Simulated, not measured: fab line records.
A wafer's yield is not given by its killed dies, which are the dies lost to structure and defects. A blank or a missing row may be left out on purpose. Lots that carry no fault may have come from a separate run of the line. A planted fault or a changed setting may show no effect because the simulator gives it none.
fab line records	flow n5Finfet
record: lots: 4	wafers: 10	lastDay: 19
route steps=1938 shown BEOL_M12@1627 BEOL_M13@1659 BEOL_M15@1830 PASSIVATION@1936
lots untouched by any fault: they come from a run of this same line in which no faults occurred
startH: start of the lot's first displayed wafer, in hours after the record's first day	waitH: time in hours since the lot's previous step	" same as the row above	L1.1+2: several wafers, shown together as one row	- no value, or no start given	* or withheld: withheld	< > ~ a bound
route shown NAME@n: NAME is a module with steps in the file, n the number in the route of the first one	usual: mean/standard deviation taken from wafers without a fault	same: alike in all rows	chamber/n: place in a boat	sites: readings site by site	_std_site: the values' standard deviation	_edge_site: the outer-site mean with the inner-site mean subtracted	radiusMm: for every site, how far away it sits from the centre of the wafer	mask NAME#n: copy n	behind: the most recent tool/chamber to have shaped the wafer	hold: cause of the lot's hold/its duration in hours/its outcome	device: transistor that didn't switch, given as n, p or np	end of line: the same wafers' tests at the end of the route	where a step has no rows: the recipe by itself	killed: not the wafer's yield, but the dies lost to structure and defects at the first sort	map: shows each die of a wafer: x if killed, . if not, _ if none is there
set.NAME: setting as actually run; set.NAME@STEP: the setting as run at that earlier step	model.NAME: the simulator's own value behind a step, which no gauge read
lots seen at some steps along the route; tables by step, rows by wafer
services: a tool's chamber out of use, with start hour (startH, from the record's first day; less than 0 if before it), hours out, and reason
== steps ==
step: N5_BEOL_M12_SOFTBAKE_23
recipe: tempC: 130	timeS: 60
step: N5_BEOL_M12_EXPOSE_25
recipe: maskId: M12	na: 0.93	sourceShape: conventional	sigmaOuter: 0.4	polarization: unpolarized	doseMj: 21.8
step: N5_BEOL_M12_PEB_26
recipe: pebTempC: 130	pebTimeS: 90
step: N5_BEOL_M12_DEVELOP_27
recipe: developTimeS: 45	rinseLiquid: diw	dry: airSpin	devTempC: 21
step: N5_BEOL_M12_HARDBAKE_32
recipe: tempC: 130	timeS: 120
step: N5_BEOL_M12_DESCUM_33
recipe: chemistry: O2	timeS: 7.9	sourcePowerW: 50	biasPowerW: 20	pressureMtorr: 20	rfFrequencyHz: 2.712e+07	tempC: 40	o2FlowSccm: 225
step: N5_BEOL_M12_ETCH_67
recipe: chemistry: CF4	target: SiARC	targetDepthA: 1430	timeS: 238.3	ionEnergyEv: 80	pressureMtorr: 40	sourceW: 545	biasW: 36	Ar_flow_sccm: 100	cf4FlowSccm: 100	ends: cleared
step: N5_BEOL_M12_ETCH_68
recipe: chemistry: N2/H2	target: SOC	maskMaterial: SiARC	sourceW: 3000	biasW: 350	tempC: 40	timeS: 285	ionEnergyEv: 200	pressureMtorr: 30	n2FlowSccm: 200	h2FlowSccm: 200
step: N5_BEOL_M12_STRIP_69
recipe: chemistry: N2/H2	tempC: 40	n2FlowSccm: 200	h2FlowSccm: 200	rfFrequencyHz: 6e+07
step: N5_BEOL_M12_TRENCH_ETCH_34
recipe: chemistry: C4F8/O2/Ar	target: SiOC	targetDepthA: 3189.5	maskMaterial: SOC	pressureMtorr: 30	sourceW: 3000	biasW: 700	Ar_flow_sccm: 400	C4F8_flow_sccm: 15	O2_flow_sccm: 8	heInnerTorr: 15	heOuterTorr: 30	timeS: 125.5	ionEnergyEv: 250
usual: biasW: 700.1/2.1	drypumpMotorCurrentA: 5.69/0.26	heInnerTorr: 15.002/0.027	oesProductAu: 0.82/0.057	rfVppV: 667/3	showerheadPlenumPTorr: 3.47/0.1	throttleValvePct: 24.08/0.21
same: timeS: 125.5
lot.wafer	tool	chamber	startH	waitH	biasW	drypumpMotorCurrentA	heInnerTorr	oesProductAu	rfHoursCounterH	rfVppV	showerheadPlenumPTorr	throttleValvePct	model.etch.depthNm
L310.2	rieDiel-06	0	301.32	0.0	695.7	5.56	14.973	0.82	91	669	3.57	24.24	330.4
L310.3	"	3	"	"	699.1	5.27	15.036	0.76	33	668	3.50	23.76	238.1
L309.2	rieDiel-06	3	305.93	0.0	703.1	5.28	14.999	0.90	36	668	3.50	23.79	319.4
L309.6	"	3	"	"	701.5	5.28	15.016	0.76	-	667	3.50	23.77	238.5
L321.3	rieDiel-06	2	383.88	0.0	699.0	5.73	14.944	0.77	112	671	3.60	24.03	313
L321.5	"	3	"	"	701.4	5.27	15.039	0.85	-	666	3.48	23.82	317
L321.6	"	2	"	"	701.7	5.73	15.024	0.77	-	671	3.60	24.02	313.4
L325.2	rieDiel-05	3	416.88	0.0	699.3	5.87	15.009	0.82	73	662	3.35	24.32	313.5
L325.3	"	2	"	"	697.0	6.17	15.043	0.75	159	666	3.41	24.49	317.4
L325.4	"	1	"	"	701.0	5.83	15.006	0.79	103	665	3.44	23.79	313.3
step: N5_BEOL_M12_STRIP_70
recipe: chemistry: C4F8/O2/Ar	resist: SiARC	rfFrequencyHz: 6e+07
step: N5_BEOL_M12_OCD_MEAS_35
usual: trenchDepthNm: 319/5.3
lot.wafer	tool	chamber	startH	waitH	trenchDepthNm
L310.2	ocd-02	-	301.47	0.0	330
L310.3	"	-	"	"	238
L309.2	ocd-01	-	306.08	0.0	320
L309.6	"	-	"	"	238
L321.3	ocd-02	-	384.03	0.0	313
L321.5	"	-	"	"	317
L321.6	"	-	"	"	313
L325.2	ocd-02	-	417.04	0.0	314
L325.3	"	-	"	"	317
L325.4	"	-	"	"	313
step: N5_BEOL_M12_STRIP_37
recipe: chemistry: N2/H2	powerW: 1000	tempC: 250	h2Frac: 0.65	overashFraction: 0.3	pressureMtorr: withheld	n2FlowSccm: 1750	h2FlowSccm: 3250
step: N5_BEOL_M12_ETCH_38
recipe: chemistry: CF4/N2	target: SiCN	targetDepthA: 687	taperDeg: 2	timeS: 73.4	ionEnergyEv: 150	maskMaterial: SiO2	pressureMtorr: 40	sourceW: 430	biasW: 70	Ar_flow_sccm: 100	cf4FlowSccm: 60	n2FlowSccm: 60
step: N5_BEOL_M12_PRECLEAN_39
recipe: chemistry: residueRemover	timeS: 60	tempC: 40
step: N5_BEOL_M12_SRD_40
recipe: timeS: 30	tempC: 23	rinseLiquid: diw	dry: n2Spin	spinRpm: 1500	dryTimeS: 30
step: N5_BEOL_M12_DEGAS_41
recipe: ambient: vacuum	tempC: 250	timeS: 60
step: N5_BEOL_M12_PRE_CLEAN_42
recipe: gas: H2/He	timeS: 30	tempC: 250
step: N5_BEOL_M12_SPUTTER_43
recipe: material: TaN	targetThkA: 150	tempC: 50	biasV: 168.6	powerW: 15000	chamberPressurePa: 0.12	timeS: 24.19
step: N5_BEOL_M12_SPUTTER_44
recipe: material: Ta	targetThkA: 100	tempC: 50	biasV: 80	powerW: 15000	chamberPressurePa: 0.07	timeS: 16.13
step: N5_BEOL_M12_SPUTTER_45
recipe: material: Cu	targetThkA: 800	tempC: -20	biasV: 60	powerW: 26000	chamberPressurePa: 0.13	timeS: 13.33
step: N5_BEOL_M12_ECD_47
recipe: material: Cu	targetThkA: 7200
step: N5_BEOL_M12_ANNEAL_48
recipe: tempC: 225	timeS: 90	ambient: N2
step: N5_BEOL_M12_CMP_49
recipe: stopOn: SiOC	tOverpolishS: 20.6	downForcePsi: 1	platenRpm: 50	clearingPlatenDownForcePsi: 1.5	clearingPlatenRpm: 50	postCmpClean: cuAlkaline	targetThkNm: 320	clearingPlatenPadVelocityMS: 0.99484	padVelocityMS: 0.99484
usual: barrierFieldEndpointS: 30.5/0.72	headPressurePsi: 1.0001/0.0022	motorCurrentA: 5.9/0.76	overpolishRunS: 20.600/0.0099	padLifeWafers: 1308/580
lot.wafer	tool	chamber	startH	waitH	barrierFieldEndpointS	headPressurePsi	motorCurrentA	overpolishRunS	padLifeWafers	model.Cu_of_BEOL_M12_ECD_47.thkNm
L310.3	cmp-04	0	302.68	0.2	32.5	1.0000	4.8	20.600	1687	239.8
L310.2	"	1	"	"	31.3	1.0037	6.1	20.614	1688	331.8
L309.2	cmp-01	1	308.72	0.2	29.9	1.0005	6.2	20.586	1986	321
L309.6	"	2	"	"	29.5	0.9985	5.4	20.599	-	240.6
L321.3	cmp-01	0	386.77	0.3	30.2	1.0021	5.1	20.589	585	315.4
L321.6	"	1	"	"	30.7	0.9992	6.0	20.603	-	317.4
L321.5	"	2	"	"	30.1	1.0036	5.4	20.608	-	318.2
L325.2	cmp-01	2	418.86	0.2	29.8	0.9982	5.4	20.592	876	313
L325.3	"	3	"	"	31.5	0.9983	5.3	20.588	877	319.6
L325.4	"	1	"	"	30.7	1.0008	6.0	20.595	879	313.8
step: N5_BEOL_M12_THK_MEAS_50
recipe: thkMeasGauge: xrf	reads: Cu_of_BEOL_M12_ECD_47
usual: M12_THK: 317/5.2
lot.wafer	tool	chamber	startH	waitH	M12_THK[nm]
L310.2	filmMetro-01	-	302.94	-	330
L310.3	"	-	"	"	239
L309.2	filmMetro-02	-	309.01	-	319
L309.6	"	-	"	"	239
L321.3	filmMetro-01	-	386.95	-	312
L321.5	"	-	"	"	316
L321.6	"	-	"	"	316
L325.2	filmMetro-02	-	419.15	-	310
L325.3	"	-	"	"	319
L325.4	"	-	"	"	312
step: N5_BEOL_M12_PRE_CLEAN_52
recipe: gas: NH3	timeS: 15	tempC: withheld	rfPowerW: 300
step: N5_BEOL_M12_DEP_53
recipe: material: SiCN	targetThkA: 300	tempC: withheld	precursor: 3MS/NH3	pressureTorr: 3	rfW: 675	timeS: 10.5
step: N5_BEOL_M12_RS_MEAS_54
recipe: thkMeasGauge: four-point-probe	reads: Cu_of_BEOL_M12_ECD_47+Ta_of_BEOL_M12_SPUTTER_44+TaN_of_BEOL_M12_SPUTTER_43
usual: M12_RS: 0.0600/0.0011
lot.wafer	tool	chamber	startH	waitH	M12_RS[ohm/sq]
L310.2	filmMetro-01	-	303.07	0.0	0.0578
L310.3	"	-	"	"	0.0813
L309.2	filmMetro-01	-	309.14	0.0	0.0598
L309.6	"	-	"	"	0.0810
L321.3	filmMetro-02	-	387.08	0.0	0.0610
L321.5	"	-	"	"	0.0604
L321.6	"	-	"	"	0.0606
L325.2	filmMetro-01	-	419.28	0.0	0.0613
L325.3	"	-	"	"	0.0601
L325.4	"	-	"	"	0.0612
step: N5_BEOL_M13_ILD_DEP_00
recipe: material: SiOC	targetThkA: 8379.2	tempC: 350	precursor: DEMS/O2	pressureTorr: 5	rfW: 500	timeS: 166.4
step: N5_BEOL_M13_COAT_58
recipe: resist: BARC	tempC: 205	timeS: 60	spinRpm: 1500	resistThkNm: 89
step: N5_BEOL_M13_COAT_04
recipe: spinRpm: 1625	resistThkNm: 400
step: N5_BEOL_M13_EBR_06
recipe: solvent: PGMEA	ebrWidthMm: 1.5
step: N5_BEOL_M13_SOFTBAKE_05
recipe: tempC: 130	timeS: 60
step: N5_BEOL_M13_EXPOSE_07
recipe: maskId: V12	na: 0.93	sourceShape: conventional	sigmaOuter: 0.6	polarization: unpolarized	attpsmPhaseDeg: 180	doseMj: 24.8
step: N5_BEOL_M13_PEB_08
recipe: pebTempC: 130	pebTimeS: 90
step: N5_BEOL_M13_DEVELOP_09
recipe: developTimeS: 45	rinseLiquid: diw	dry: airSpin	devTempC: 21
step: N5_BEOL_M13_HARDBAKE_14
recipe: tempC: 130	timeS: 120
step: N5_BEOL_M15_RC_MEAS_101
usual: COMB_M10: 1.49e-11/2.9e-12	COMB_M11: 1.6e-11/3.4e-12	COMB_M13: 5.2e-12/1.5e-12	COMB_M14: 4e-12/1.3e-12	COMB_M15: 2.8e-12/1.2e-12	COMB_M5: 3.8e-11/7.7e-12	COMB_M6: 2.6e-11/5.3e-12	COMB_M7: 2.7e-11/5.6e-12	COMB_M8: 2.5e-11/5.9e-12	COMB_M9: 1.5e-11/3.2e-12	SERP_M10: 3.05/0.082	SERP_M11: 3.06/0.085	SERP_M12: 0.644/0.018	SERP_M12_max_site: 0.656/0.019	SERP_M13: 0.308/0.0066	SERP_M14: 0.161/0.0035	SERP_M5: 39.0/1.6	SERP_M6: 13.7/0.46	SERP_M7: 13.7/0.55	SERP_M8: 13.7/0.5	SERP_M9: 3.06/0.088
lot.wafer	tool	chamber	startH	waitH	COMB_M10[S/m]	COMB_M11[S/m]	COMB_M13[S/m]	COMB_M14[S/m]	COMB_M15[S/m]	COMB_M5[S/m]	COMB_M6[S/m]	COMB_M7[S/m]	COMB_M8[S/m]	COMB_M9[S/m]	SERP_M10[ohm/um]	SERP_M11[ohm/um]	SERP_M12[ohm/um]	SERP_M12_max_site[ohm/um]	SERP_M13[ohm/um]	SERP_M14[ohm/um]	SERP_M5[ohm/um]	SERP_M6[ohm/um]	SERP_M7[ohm/um]	SERP_M8[ohm/um]	SERP_M9[ohm/um]
L310.2	prober-01	0	324.00	0.2	1.72e-11	1.2e-11	5.5e-12	5.1e-12	4.1e-12	4e-11	2.7e-11	2.6e-11	2.8e-11	1.5e-11	3.11	3.19	0.643	0.651	0.313	0.165	40.6	13.8	14.0	14.0	2.95
L310.3	"	0	"	"	1.33e-11	1.5e-11	6e-12	4e-12	4e-12	5.1e-11	2.3e-11	2.7e-11	2.5e-11	1.6e-11	3.04	3.07	0.873	0.883	0.319	0.165	41.9	12.8	15.2	13.9	2.95
L309.2	prober-02	0	332.10	0.2	1.27e-11	1.5e-11	3.8e-12	3.6e-12	1.8e-12	2.3e-11	2.1e-11	2.5e-11	2.6e-11	1e-11	3.06	3.07	0.617	0.619	0.295	0.158	38.9	13.9	13.8	13.1	3.04
L309.6	"	0	"	"	1.32e-11	1.3e-11	4.9e-12	2.3e-12	1.8e-12	2.7e-11	2.5e-11	2.5e-11	3e-11	1.1e-11	3.16	3.07	0.850	0.862	0.314	0.157	37.6	13.6	14.1	13.2	3.08
L321.3	prober-02	0	408.84	0.3	2.14e-11	1.4e-11	4.2e-12	3.1e-12	2e-12	3.5e-11	3.7e-11	2.4e-11	2.5e-11	1.1e-11	2.96	3.05	0.656	0.670	0.298	0.167	38.6	14.4	12.8	13.2	3.10
L321.5	"	0	"	"	2.02e-11	1.8e-11	2e-12	2.2e-12	2.6e-12	3.4e-11	2.1e-11	3.1e-11	3.1e-11	1e-11	2.93	2.87	0.635	0.646	0.309	0.161	40.0	14.4	13.1	13.5	3.04
L321.6	"	0	"	"	2.21e-11	2e-11	2.4e-12	3.2e-12	2.6e-12	3.8e-11	3.1e-11	2.5e-11	2.4e-11	1.4e-11	2.96	3.08	0.646	0.661	0.309	0.161	40.8	14.0	12.8	13.7	3.19
L325.2	prober-01	0	444.08	0.2	1.34e-11	2.1e-11	6.8e-12	4.9e-12	4.5e-12	3.8e-11	2.9e-11	2.3e-11	2.4e-11	1.5e-11	3.11	3.12	0.665	0.679	0.309	0.163	40.0	13.6	13.4	13.2	3.06
L325.3	"	0	"	"	1.43e-11	1.8e-11	7.3e-12	4.7e-12	5.3e-12	5.1e-11	3.2e-11	3.1e-11	3.4e-11	1.8e-11	3.16	3.07	0.651	0.662	0.299	0.161	38.9	13.6	13.5	14.4	2.90
L325.4	"	0	"	"	1.49e-11	1.5e-11	6.5e-12	5.2e-12	3.5e-12	3.5e-11	3.8e-11	2.5e-11	2.4e-11	1.2e-11	3.13	3.17	0.663	0.680	0.299	0.164	39.6	13.9	13.2	14.2	2.99
sites SERP_M12 radiusMm=0,75,75,75,75,140,140,140,140
L310.2 0.651 0.638 0.635 0.629 0.650 0.650 0.638 0.643 0.643
L309.2 0.614 0.618 0.617 0.600 0.618 0.605 0.598 0.619 0.619
L321.3 0.659 0.656 0.649 0.653 0.658 0.646 0.650 0.660 0.670
L325.2 0.664 0.679 0.667 0.672 0.665 0.650 0.675 0.656 0.656
step: N5_PASSIVATION_PROBE_49
usual: defectLimitedYield: 91.1/1.4	killed_at_M0_to_M3: 36/11	killed_at_M4_up: 14/5.2	killedAtContacts: 12/6.1	killedAtFrontEnd: 40/12	killedAtOther: 3.2/2.5	killedDies: 105/16	killedOnRim: 14/4.4	killedOpen: 68/12	killedShort: 35/8.7	sort_bin_5_function: 5.2/0.89	sort_bin_6_memory: 3.3/0.66	sortNPass: 1074/16	sortYieldPct: 91.1/1.4
same: grossDies: 1180	killedAtBackSide: 0	sort_bin_4_leakage[%]: 0	sort_bin_8_speed[%]: 0
lot.wafer	tool	chamber	startH	waitH	defectLimitedYield[%]	killed_at_M0_to_M3	killed_at_M4_up	killedAtContacts	killedAtFrontEnd	killedAtOther	killedDies	killedOnRim	killedOpen	killedShort	sort_bin_5_function[%]	sort_bin_6_memory[%]	sortNPass	sortYieldPct[%]
L309.6	prober-02	-	349.41	0.3	91.3	46	17	8	25	7	103	16	69	31	5.1	3.3	1077	91.3
killed by level:class
L309.6 BEOL_M4:geometricParticle:open=15 BEOL_M0_SAQP:geometricParticle:short=14 BEOL_M0_SAQP:geometricParticle:open=11 BEOL_M2:geometricParticle:open=6 FIN_SAQP:geometricParticle:open=5 DUMMY_GATE:geometricParticle:open=5 BEOL_M1:geometricParticle:open=5 MOL_CONTACT_COAG:geometricParticle:open=4
== services ==
tool	chamber	startH	hours	kind
cmp-01	-	311.58	2.0	repair
cmp-04	-	313.29	1.4	repair
cmp-01	-	317.92	4.0	pm
cmp-01	-	321.92	-	consumableReplace:conditioner
cmp-01	-	321.92	-	consumableReplace:pad
cmp-01	-	325.08	1.0	repair
rieDiel-05	0	329.85	3.2	repair
rieDiel-05	-	339.29	2.8	pm
rieDiel-05	1	355.98	1.7	repair
cmp-04	-	368.88	4.0	pm
cmp-04	-	372.88	-	consumableReplace:conditioner
cmp-04	-	372.88	-	consumableReplace:pad
rieDiel-06	0	393.32	5.4	repair
cmp-01	-	397.26	1.1	repair
== key ==
firstSign: step: N5_BEOL_M12_OCD_MEAS_35	reading: trenchDepthNm	direction: down	sigmas: 15	usual: 319	struck: 238
effect: step: N5_BEOL_M12_THK_MEAS_50	reading: M12_THK	direction: down	sigmas: 15	usual: 317	struck: 239
effect: step: N5_BEOL_M12_RS_MEAS_54	reading: M12_RS	direction: up	sigmas: 20	usual: 0.0600	struck: 0.0811
effect: step: N5_BEOL_M15_RC_MEAS_101	reading: SERP_M12	direction: up	sigmas: 12	usual: 0.644	struck: 0.862
modelEffect: step: N5_BEOL_M12_TRENCH_ETCH_34	value: etch.depthNm	without: 320.1	struck: 238.3
modelEffect: step: N5_BEOL_M12_CMP_49	value: Cu_of_BEOL_M12_ECD_47.thkNm	without: 321.9	struck: 240.2
metAt N5_BEOL_M12_TRENCH_ETCH_34
struckWafers L309.6,L310.3
fault: kind: processParameterDrift	tool: rieDiel-06	chamber: -	onsetH: 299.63	steps: N5_BEOL_M12_TRENCH_ETCH_34	channel: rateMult	offset: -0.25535	shape: step	endH: 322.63	scope: struckWafersOnly
